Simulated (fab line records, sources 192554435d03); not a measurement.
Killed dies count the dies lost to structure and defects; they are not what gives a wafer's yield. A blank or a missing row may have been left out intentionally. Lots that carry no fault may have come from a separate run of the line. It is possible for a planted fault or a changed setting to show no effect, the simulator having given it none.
Split-lot experiment / flow n5-finfet / 39 wafers read across 7 lots, on a route 1938 steps long

## THE SPLIT ITSELF
At N5_HKMG_FIN_ETCH_54 (etches SiARC in CF4, target depth 45.5 nm, time 75.8 s), the setting bias-w was moved away from the recipe's 36 W on 15 of the 39 wafers read, by -12.9% to +18.8%. The other wafers ran this setting at the recipe's value.

The split's own step is where the reading is taken.

## THE READING
rf-vpp-V, in V, at N5_HKMG_FIN_ETCH_54 (etches SiARC in CF4, target depth 45.5 nm, time 75.8 s). Fault-free wafers of this fab line usually give 184.6 V, standard deviation 0.89 V.

wafer=L077.1; tool, chamber at the split=rie-diel-02, 2; bias-w as run, W=36; against the recipe=recipe; rf-vpp-V, V=183.9; against lot-mates on the recipe=-
wafer=L077.2; tool, chamber at the split=rie-diel-02, 3; bias-w as run, W=36; against the recipe=recipe; rf-vpp-V, V=185.2; against lot-mates on the recipe=-
wafer=L077.3; tool, chamber at the split=rie-diel-02, 3; bias-w as run, W=36; against the recipe=recipe; rf-vpp-V, V=184.1; against lot-mates on the recipe=-
wafer=L083.1; tool, chamber at the split=rie-diel-02, 2; bias-w as run, W=36; against the recipe=recipe; rf-vpp-V, V=184.0; against lot-mates on the recipe=-
wafer=L083.2; tool, chamber at the split=rie-diel-02, 0; bias-w as run, W=36; against the recipe=recipe; rf-vpp-V, V=185.9; against lot-mates on the recipe=-
wafer=L083.3; tool, chamber at the split=rie-diel-02, 1; bias-w as run, W=36; against the recipe=recipe; rf-vpp-V, V=184.7; against lot-mates on the recipe=-
wafer=L083.4; tool, chamber at the split=rie-diel-02, 3; bias-w as run, W=41.72; against the recipe=+15.9%; rf-vpp-V, V=203.3; against lot-mates on the recipe=+18.4
wafer=L083.5; tool, chamber at the split=rie-diel-02, 3; bias-w as run, W=41.72; against the recipe=+15.9%; rf-vpp-V, V=201.9; against lot-mates on the recipe=+17.0
wafer=L083.6; tool, chamber at the split=rie-diel-02, 2; bias-w as run, W=41.72; against the recipe=+15.9%; rf-vpp-V, V=203.1; against lot-mates on the recipe=+18.2
wafer=L087.1; tool, chamber at the split=rie-diel-02, 1; bias-w as run, W=36; against the recipe=recipe; rf-vpp-V, V=186.2; against lot-mates on the recipe=-
wafer=L087.2; tool, chamber at the split=rie-diel-02, 3; bias-w as run, W=38.99; against the recipe=+8.3%; rf-vpp-V, V=194.5; against lot-mates on the recipe=+9.1
wafer=L087.3; tool, chamber at the split=rie-diel-02, 0; bias-w as run, W=36; against the recipe=recipe; rf-vpp-V, V=184.4; against lot-mates on the recipe=-
wafer=L087.4; tool, chamber at the split=rie-diel-02, 2; bias-w as run, W=38.99; against the recipe=+8.3%; rf-vpp-V, V=194.6; against lot-mates on the recipe=+9.2
wafer=L087.5; tool, chamber at the split=rie-diel-02, 2; bias-w as run, W=36; against the recipe=recipe; rf-vpp-V, V=185.5; against lot-mates on the recipe=-
wafer=L087.6; tool, chamber at the split=rie-diel-02, 1; bias-w as run, W=38.99; against the recipe=+8.3%; rf-vpp-V, V=194.3; against lot-mates on the recipe=+8.9
wafer=L088.1; tool, chamber at the split=rie-diel-06, 2; bias-w as run, W=36; against the recipe=recipe; rf-vpp-V, V=185.5; against lot-mates on the recipe=-
wafer=L088.2; tool, chamber at the split=rie-diel-06, 1; bias-w as run, W=36; against the recipe=recipe; rf-vpp-V, V=186.8; against lot-mates on the recipe=-
wafer=L088.3; tool, chamber at the split=rie-diel-06, 3; bias-w as run, W=31.37; against the recipe=-12.9%; rf-vpp-V, V=168.2; against lot-mates on the recipe=-17.7
wafer=L088.4; tool, chamber at the split=rie-diel-06, 0; bias-w as run, W=36; against the recipe=recipe; rf-vpp-V, V=185.5; against lot-mates on the recipe=-
wafer=L088.5; tool, chamber at the split=rie-diel-06, 1; bias-w as run, W=31.37; against the recipe=-12.9%; rf-vpp-V, V=169.1; against lot-mates on the recipe=-16.8
wafer=L088.6; tool, chamber at the split=rie-diel-06, 2; bias-w as run, W=31.37; against the recipe=-12.9%; rf-vpp-V, V=169.3; against lot-mates on the recipe=-16.6
wafer=L089.1; tool, chamber at the split=rie-diel-06, 0; bias-w as run, W=36; against the recipe=recipe; rf-vpp-V, V=184.5; against lot-mates on the recipe=-
wafer=L089.2; tool, chamber at the split=rie-diel-06, 1; bias-w as run, W=36; against the recipe=recipe; rf-vpp-V, V=185.0; against lot-mates on the recipe=-
wafer=L089.3; tool, chamber at the split=rie-diel-06, 2; bias-w as run, W=33.59; against the recipe=-6.7%; rf-vpp-V, V=177.7; against lot-mates on the recipe=-6.4
wafer=L089.4; tool, chamber at the split=rie-diel-06, 3; bias-w as run, W=33.59; against the recipe=-6.7%; rf-vpp-V, V=176.6; against lot-mates on the recipe=-7.5
wafer=L089.5; tool, chamber at the split=rie-diel-06, 3; bias-w as run, W=36; against the recipe=recipe; rf-vpp-V, V=182.7; against lot-mates on the recipe=-
wafer=L089.6; tool, chamber at the split=rie-diel-06, 0; bias-w as run, W=33.59; against the recipe=-6.7%; rf-vpp-V, V=176.3; against lot-mates on the recipe=-7.8
wafer=L094.1; tool, chamber at the split=rie-diel-06, 2; bias-w as run, W=36; against the recipe=recipe; rf-vpp-V, V=186.0; against lot-mates on the recipe=-
wafer=L094.2; tool, chamber at the split=rie-diel-06, 3; bias-w as run, W=42.77; against the recipe=+18.8%; rf-vpp-V, V=205.0; against lot-mates on the recipe=+19.9
wafer=L094.3; tool, chamber at the split=rie-diel-06, 1; bias-w as run, W=42.77; against the recipe=+18.8%; rf-vpp-V, V=206.4; against lot-mates on the recipe=+21.3
wafer=L094.4; tool, chamber at the split=rie-diel-06, 0; bias-w as run, W=36; against the recipe=recipe; rf-vpp-V, V=184.8; against lot-mates on the recipe=-
wafer=L094.5; tool, chamber at the split=rie-diel-06, 0; bias-w as run, W=42.77; against the recipe=+18.8%; rf-vpp-V, V=206.7; against lot-mates on the recipe=+21.6
wafer=L094.6; tool, chamber at the split=rie-diel-06, 1; bias-w as run, W=36; against the recipe=recipe; rf-vpp-V, V=184.6; against lot-mates on the recipe=-
wafer=L095.1; tool, chamber at the split=rie-diel-06, 1; bias-w as run, W=36; against the recipe=recipe; rf-vpp-V, V=185.6; against lot-mates on the recipe=-
wafer=L095.2; tool, chamber at the split=rie-diel-06, 3; bias-w as run, W=36; against the recipe=recipe; rf-vpp-V, V=183.2; against lot-mates on the recipe=-
wafer=L095.3; tool, chamber at the split=rie-diel-06, 0; bias-w as run, W=36; against the recipe=recipe; rf-vpp-V, V=184.5; against lot-mates on the recipe=-
wafer=L095.4; tool, chamber at the split=rie-diel-06, 0; bias-w as run, W=36; against the recipe=recipe; rf-vpp-V, V=185.4; against lot-mates on the recipe=-
wafer=L095.5; tool, chamber at the split=rie-diel-06, 3; bias-w as run, W=36; against the recipe=recipe; rf-vpp-V, V=184.6; against lot-mates on the recipe=-
wafer=L095.6; tool, chamber at the split=rie-diel-06, 1; bias-w as run, W=36; against the recipe=recipe; rf-vpp-V, V=184.5; against lot-mates on the recipe=-

THE FIT
A straight line over all 39 wafers: rf-vpp-V changes by +1.16 V for each +1% of bias-w; r = +1.00; the points scatter about the line by 0.89 V.
The same after taking each lot's own level away (the mean of its wafers on the recipe; 39 wafers): +1.16 V for each +1%; r = +1.00; scatter 0.96 V.
Per that fit: largest bias-w move, reading shift of 22 V.
The span of the lots' own levels, 184.07 to 185.93 V, comes to 2.1 times the standard deviation stated above.
Consequently the slope shifts little with the lot-to-lot level, the two slopes agreeing.
Check: +21.8 V against its lot-mates is what the line predicts for one of the wafers moved furthest among these (+18.8%) when that wafer is left out of the fit. It came out at +19.9 V against them.
Tool readings at the split's step, against how far the setting was moved: rf-vpp-V r = +1.00.

## OTHER SPLITS ON THESE WAFERS
Before the reading, these wafers also passed through other splits. Each is held against what the fit with the lots' levels taken away leaves over:
other split on the same wafers=N5_DUMMY_GATE_ETCH_31 target-depth-a; wafers away from the commonest value=9; r with rf-vpp-V (lot level and that fit taken away)=+0.06
other split on the same wafers=N5_DUMMY_GATE_ETCH_32 time-s; wafers away from the commonest value=18; r with rf-vpp-V (lot level and that fit taken away)=-0.07

## FILE'S OWN FIT
rf-vpp-V changes by +1.15 V for each +1% of bias-w, r = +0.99.
